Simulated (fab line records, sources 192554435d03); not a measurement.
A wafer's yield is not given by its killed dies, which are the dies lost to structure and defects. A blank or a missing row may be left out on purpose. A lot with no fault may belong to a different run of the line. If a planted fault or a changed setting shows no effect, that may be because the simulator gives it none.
Which of the tools did it?	flow n5_finfet	Sampling: 23 lots, 69 wafers, 5 of 1938 route steps

== WHAT THE GAUGES READ, wafer by wafer ==
N5_BEOL_M7_CD_MEAS_18: pitch 80 nm, target cd 40 nm. Usual: 39.9 nm for cd_nm, sd 0.48.
lot	measured	on	cd_nm (nm)	flag
L075	day 9 09:31	cd_sem-02	39.4 38.1 38.8	
L076	day 9 13:14	cd_sem-03	40.0 39.8 40.5	
L077	day 9 14:17	cd_sem-03	39.3 40.1 39.4	
L078	day 9 17:27	cd_sem-01	38.9 39.7 39.3	
L079	day 10 01:50	cd_sem-01	40.2 40.0 39.8	
L080	day 10 11:06	cd_sem-02	39.2 39.7 39.4	
L082	day 10 11:14	cd_sem-02	40.2 39.9 40.0	
L081	day 10 16:03	cd_sem-01	39.6 39.5 40.0	
L083	day 10 18:42	cd_sem-03	39.1 39.6 39.8	
L084	day 11 08:48	cd_sem-03	40.4 40.3 40.2	
L085	day 11 09:52	cd_sem-02	39.3 39.3 39.6	
L087	day 12 04:48	cd_sem-03	39.5 40.0 39.8	
L086	day 12 09:25	cd_sem-03	40.5 40.4 40.3	
L089	day 12 09:22	cd_sem-02	39.7 39.3 40.0	
L088	day 12 14:44	cd_sem-02	40.0 40.2 39.7	
L090	day 12 14:47	cd_sem-02	39.9 39.6 39.6	
L091	day 13 04:17	cd_sem-03	40.4 40.5 40.7	
L092	day 13 09:49	cd_sem-01	40.0 39.9 39.9	
L094	day 13 14:11	cd_sem-03	39.9 40.5 39.3	
L093	day 13 17:34	cd_sem-03	40.2 39.6 40.6	
L095	day 13 22:14	cd_sem-02	40.7 39.5 39.7	
L096	day 14 04:22	cd_sem-03	40.0 40.0 39.6	
L097	day 14 22:14	cd_sem-01	39.7 40.0 39.6	

== WHAT TOOL EACH LOT RAN ON (gives the tool, then ch and the chambers of the sampled wafers, and finally the start) ==
lot	N5_BEOL_M6_ETCH_65	N5_BEOL_M6_VIA_ETCH_34	N5_BEOL_M6_SPUTTER_48	N5_BEOL_M7_HM_OPEN_17
L075	rie_diel-04 ch 0,1, day 9 03:21	rie_diel-04 ch 0,1, day 9 03:29	pvd_sputter-03, day 9 05:11	rie_metal-03 ch 0,1, day 9 09:19
L076	rie_diel-05 ch 0,2,3, day 9 05:43	rie_diel-05 ch 0,2,3, day 9 05:51	pvd_sputter-01, day 9 08:18	rie_metal-03 ch 0,1, day 9 13:02
L077	rie_diel-05 ch 0,2,3, day 9 07:54	rie_diel-05 ch 0,2,3, day 9 08:02	pvd_sputter-03, day 9 11:22	rie_metal-02 ch 0,1, day 9 14:07
L078	rie_diel-05 ch 0,2,3, day 9 12:11	rie_diel-05 ch 0,2,3, day 9 12:19	pvd_sputter-02, day 9 13:49	rie_metal-03 ch 0,1, day 9 17:16
L079	rie_diel-05 ch 0,3, day 9 18:38	rie_diel-05 ch 0,3, day 9 18:46	pvd_sputter-02, day 9 21:10	rie_metal-02 ch 0,1, day 10 01:39
L080	rie_diel-05 ch 2,3, day 10 05:28	rie_diel-05 ch 2,3, day 10 05:35	pvd_sputter-01, day 10 07:13	rie_metal-02 ch 0,1, day 10 10:55
L082	rie_diel-04 ch 2,3, day 10 05:39	rie_diel-04 ch 2,3, day 10 05:46	pvd_sputter-01, day 10 07:22	rie_metal-03 ch 0,1, day 10 11:03
L081	rie_diel-04 ch 1,2,3, day 10 11:01	rie_diel-04 ch 1,2,3, day 10 11:08	pvd_sputter-02, day 10 13:14	rie_metal-02 ch 0,1, day 10 15:50
L083	rie_diel-01 ch 0,2,3, day 10 13:45	rie_diel-01 ch 0,2,3, day 10 13:53	pvd_sputter-03, day 10 15:20	rie_metal-01 ch 0,1, day 10 18:23
L084	rie_diel-04 ch 2,3, day 11 02:23	rie_diel-04 ch 2,3, day 11 02:31	pvd_sputter-02, day 11 05:25	rie_metal-03 ch 0,1, day 11 08:37
L085	rie_diel-01 ch 0,1,3, day 11 04:50	rie_diel-01 ch 0,1,3, day 11 04:57	pvd_sputter-01, day 11 06:52	rie_metal-03 ch 0,1, day 11 09:41
L087	rie_diel-04 ch 0,1, day 11 20:19	rie_diel-04 ch 0,1, day 11 20:27	pvd_sputter-01, day 11 22:21	rie_metal-02 ch 1, day 12 04:30
L086	rie_diel-05 ch 0,1,2, day 11 22:40	rie_diel-05 ch 0,1,2, day 11 22:48	pvd_sputter-01, day 12 03:15	rie_metal-02 ch 1, day 12 09:09
L089	rie_diel-04 ch 0,2,3, day 12 02:26	rie_diel-04 ch 0,2,3, day 12 02:34	pvd_sputter-01, day 12 04:32	rie_metal-03 ch 0,1, day 12 09:05
L088	rie_diel-05 ch 0,3, day 12 08:37	rie_diel-05 ch 0,3, day 12 08:45	pvd_sputter-01, day 12 11:02	rie_metal-03 ch 1, day 12 14:34
L090	rie_diel-05 ch 0,3, day 12 09:01	rie_diel-05 ch 0,3, day 12 09:09	pvd_sputter-03, day 12 11:18	rie_metal-01 ch 0,1, day 12 14:36
L091	rie_diel-01 ch 0,2, day 12 22:17	rie_diel-01 ch 0,2, day 12 22:29	pvd_sputter-01, day 13 00:38	rie_metal-01 ch 0,1, day 13 04:06
L092	rie_diel-01 ch 0,1,2, day 13 04:23	rie_diel-01 ch 0,1,2, day 13 04:31	pvd_sputter-03, day 13 06:10	rie_metal-03 ch 0,1, day 13 09:40
L094	rie_diel-05 ch 0,3, day 13 08:17	rie_diel-05 ch 0,3, day 13 08:25	pvd_sputter-03, day 13 10:08	rie_metal-03 ch 0,1, day 13 13:59
L093	rie_diel-01 ch 2,3, day 13 08:32	rie_diel-01 ch 2,3, day 13 08:40	pvd_sputter-03, day 13 12:08	rie_metal-03 ch 0,1, day 13 17:23
L095	rie_diel-04 ch 0,1, day 13 16:40	rie_diel-04 ch 0,1, day 13 16:47	pvd_sputter-03, day 13 18:20	rie_metal-02 ch 1, day 13 21:56
L096	rie_diel-05 ch 0,1, day 13 23:41	rie_diel-05 ch 0,1, day 13 23:49	pvd_sputter-01, day 14 01:23	rie_metal-03 ch 0,1, day 14 04:10
L097	rie_diel-05 ch 1,3, day 14 14:14	rie_diel-05 ch 1,3, day 14 14:22	pvd_sputter-02, day 14 16:58	rie_metal-01 ch 0, day 14 21:55
- N5_BEOL_M6_ETCH_65: etches SiARC in CF4, target depth 15.6 nm, time 26 s.
- N5_BEOL_M6_VIA_ETCH_34: etches SiCOH lowk in C4F6/O2, target depth 126.3 nm, time 50.9 s.
- N5_BEOL_M6_SPUTTER_48: material Cu, target thk 10 nm, time 1.667 s.
- N5_BEOL_M7_HM_OPEN_17: chemistry Cl2/BCl3, target TiN, target depth 20 nm, overetch 6 nm.

== AS READ BY THE TOOLS THEMSELVES (means over the sampled wafers that have a number; for cases with no such wafer, the mark the record gives instead) ==
N5_BEOL_M6_ETCH_65. Usual: drypump_motor_current_A 6.0 A, standard deviation 0.48; etch_rf_on_time_s 26.3 s, standard deviation 0.35; oes_product_au 0.68 a.u., standard deviation 0.073; rf_vpp_V 184.1 V, standard deviation 1; showerhead_plenum_p_Torr 2.16 Torr, standard deviation 0.064; throttle_valve_pct 15.57 %, standard deviation 0.26.
lot	tool	drypump_motor_current_A (A)	etch_rf_on_time_s (s)	oes_product_au (a.u.)	rf_vpp_V (V)	showerhead_plenum_p_Torr (Torr)	throttle_valve_pct (%)	flag
L075	rie_diel-04	6.0	26.1	0.64	183.9	2.10	15.75	
L076	rie_diel-05	5.9	26.3	0.67	184.4	2.15	15.62	
L077	rie_diel-05	5.9	26.6	0.66	184.1	2.15	15.63	
L078	rie_diel-05	5.9	26.6	0.66	183.6	2.15	15.62	
L079	rie_diel-05	5.6	26.8	0.67	183.4	2.13	15.58	
L080	rie_diel-05	6.2	26.5	0.65	183.8	2.17	15.70	
L082	rie_diel-04	5.7	26.0	0.72	184.7	2.20	15.22	
L081	rie_diel-04	5.7	25.7	0.68	184.7	2.18	15.48	
L083	rie_diel-01	5.7	26.5	0.64	184.3	2.11	15.76	
L084	rie_diel-04	5.7	26.2	0.70	184.5	2.19	15.24	
L085	rie_diel-01	5.7	26.1	0.68	183.9	2.12	15.83	
L087	rie_diel-04	6.0	25.8	0.71	185.9	2.18	15.62	
L086	rie_diel-05	6.2	26.5	0.69	184.6	2.13	15.52	
L089	rie_diel-04	6.0	25.7	0.73	184.3	2.22	15.23	
L088	rie_diel-05	5.6	26.7	0.66	183.7	2.12	15.62	
L090	rie_diel-05	5.6	26.4	0.66	184.0	2.12	15.62	
L091	rie_diel-01	5.9	26.2	0.67	183.8	2.15	15.86	
L092	rie_diel-01	6.2	26.3	0.66	183.8	2.15	15.86	
L094	rie_diel-05	5.5	26.4	0.65	185.2	2.18	15.72	
L093	rie_diel-01	6.1	26.5	0.67	184.8	2.17	15.59	
L095	rie_diel-04	6.0	25.9	0.68	184.6	2.18	15.65	
L096	rie_diel-05	5.8	26.5	0.69	183.4	2.11	15.49	
L097	rie_diel-05	6.0	26.3	0.70	185.0	2.19	15.52	

N5_BEOL_M6_VIA_ETCH_34. Usual: drypump_motor_current_A 6.0 A, standard deviation 0.48; oes_ar_750_au 0.80 a.u., standard deviation 0.081; oes_product_au 0.79 a.u., standard deviation 0.087; rf_vpp_V 667 V, standard deviation 4.9; showerhead_plenum_p_Torr 2.87 Torr, standard deviation 0.088; throttle_valve_pct 20.85 %, standard deviation 0.27.
lot	tool	drypump_motor_current_A (A)	oes_ar_750_au (a.u.)	oes_product_au (a.u.)	rf_vpp_V (V)	showerhead_plenum_p_Torr (Torr)	throttle_valve_pct (%)	flag
L075	rie_diel-04	6.0	0.75	0.74	666	2.79	20.98	
L076	rie_diel-05	5.9	0.78	0.78	666	2.86	20.88	
L077	rie_diel-05	5.9	0.79	0.79	666	2.86	20.90	
L078	rie_diel-05	5.9	0.78	0.78	666	2.86	20.90	
L079	rie_diel-05	5.6	0.79	0.80	669	2.83	20.84	
L080	rie_diel-05	6.3	0.76	0.75	664	2.89	20.97	
L082	rie_diel-04	5.7	0.84	0.84	660	2.92	20.49	
L081	rie_diel-04	5.7	0.80	0.79	663	2.90	20.77	
L083	rie_diel-01	5.7	0.76	0.75	663	2.81	21.05	
L084	rie_diel-04	5.7	0.82	0.82	660	2.92	20.51	
L085	rie_diel-01	5.7	0.80	0.79	664	2.83	21.18	
L087	rie_diel-04	6.0	0.83	0.83	669	2.89	20.88	
L086	rie_diel-05	6.1	0.81	0.82	670	2.83	20.78	
L089	rie_diel-04	6.0	0.84	0.86	665	2.95	20.49	
L088	rie_diel-05	5.6	0.78	0.77	668	2.82	20.87	
L090	rie_diel-05	5.6	0.77	0.77	668	2.82	20.87	
L091	rie_diel-01	5.9	0.79	0.78	666	2.86	21.16	
L092	rie_diel-01	6.2	0.78	0.78	668	2.86	21.19	
L094	rie_diel-05	5.5	0.76	0.75	666	2.89	21.00	
L093	rie_diel-01	6.1	0.79	0.78	668	2.89	20.82	
L095	rie_diel-04	6.0	0.80	0.81	668	2.89	20.92	
L096	rie_diel-05	5.8	0.81	0.80	671	2.79	20.73	
L097	rie_diel-05	6.0	0.82	0.82	671	2.92	20.82	

N5_BEOL_M6_SPUTTER_48. Usual: 29.6 % for throttle_valve_pct, sd 1.4.
lot	tool	throttle_valve_pct (%)	flag
L075	pvd_sputter-03	30.9	
L076	pvd_sputter-01	28.1	
L077	pvd_sputter-03	30.3	
L078	pvd_sputter-02	29.9	
L079	pvd_sputter-02	30.5	
L080	pvd_sputter-01	29.3	
L082	pvd_sputter-01	29.2	
L081	pvd_sputter-02	29.8	
L083	pvd_sputter-03	30.1	
L084	pvd_sputter-02	30.0	
L085	pvd_sputter-01	28.0	
L087	pvd_sputter-01	27.2	
L086	pvd_sputter-01	28.3	
L089	pvd_sputter-01	28.9	
L088	pvd_sputter-01	30.0	
L090	pvd_sputter-03	31.1	
L091	pvd_sputter-01	28.9	
L092	pvd_sputter-03	30.1	
L094	pvd_sputter-03	30.7	
L093	pvd_sputter-03	30.1	
L095	pvd_sputter-03	30.4	
L096	pvd_sputter-01	29.0	
L097	pvd_sputter-02	30.3	

N5_BEOL_M7_HM_OPEN_17. Usual: drypump_motor_current_A 5.3 A, standard deviation 0.33; oes_ar_750_au 0.77 a.u., standard deviation 0.08; oes_product_au 0.66 a.u., standard deviation 0.069; throttle_valve_pct 22.3 %, standard deviation 0.36.
lot	tool	drypump_motor_current_A (A)	oes_ar_750_au (a.u.)	oes_product_au (a.u.)	throttle_valve_pct (%)	flag
L075	rie_metal-03	5.4	0.80	0.69	22.5	
L076	rie_metal-03	5.4	0.80	0.69	22.5	
L077	rie_metal-02	5.4	0.78	0.67	21.7	
L078	rie_metal-03	5.2	0.73	0.62	22.6	
L079	rie_metal-02	5.4	0.81	0.69	21.9	
L080	rie_metal-02	5.4	0.77	0.66	21.7	
L082	rie_metal-03	5.4	0.80	0.69	22.5	
L081	rie_metal-02	5.4	0.80	0.68	21.9	
L083	rie_metal-01	5.6	0.74	0.64	22.2	
L084	rie_metal-03	5.1	0.73	0.62	22.6	
L085	rie_metal-03	5.4	0.79	0.68	22.4	
L087	rie_metal-02	5.2	0.82	0.70	22.0	
L086	rie_metal-02	5.3	0.82	0.69	22.0	
L089	rie_metal-03	5.4	0.78	0.68	22.5	
L088	rie_metal-03	5.6	0.85	0.74	22.4	
L090	rie_metal-01	5.5	0.74	0.62	22.2	
L091	rie_metal-01	5.6	0.74	0.62	22.2	
L092	rie_metal-03	5.3	0.78	0.67	22.5	
L094	rie_metal-03	5.4	0.78	0.66	22.5	
L093	rie_metal-03	5.1	0.71	0.60	22.7	
L095	rie_metal-02	5.3	0.80	0.68	22.1	
L096	rie_metal-03	5.1	0.71	0.60	22.7	
L097	rie_metal-01	5.3	0.72	0.61	22.0	

== THE ANSWER, worked out from the rows above alone ==
Rule: lot off if the mean of its wafers having a number is beyond 3 standard deviations from the usual mean. Also off: a lot with no number at a reading for which 4 or more lots have one. The other lots that the step has rows for count as sound. After the gauges, taken in route order, come the tools' own readings; for these a lot's mean is taken, as printed above. The first step at which some lot is off is used, and at that step the reading that is off furthest; a lot without a number counts as furthest.
No lot is off at any reading shown: from this, nothing can be told.

== WHAT THE SIMULATOR PUT IN ==
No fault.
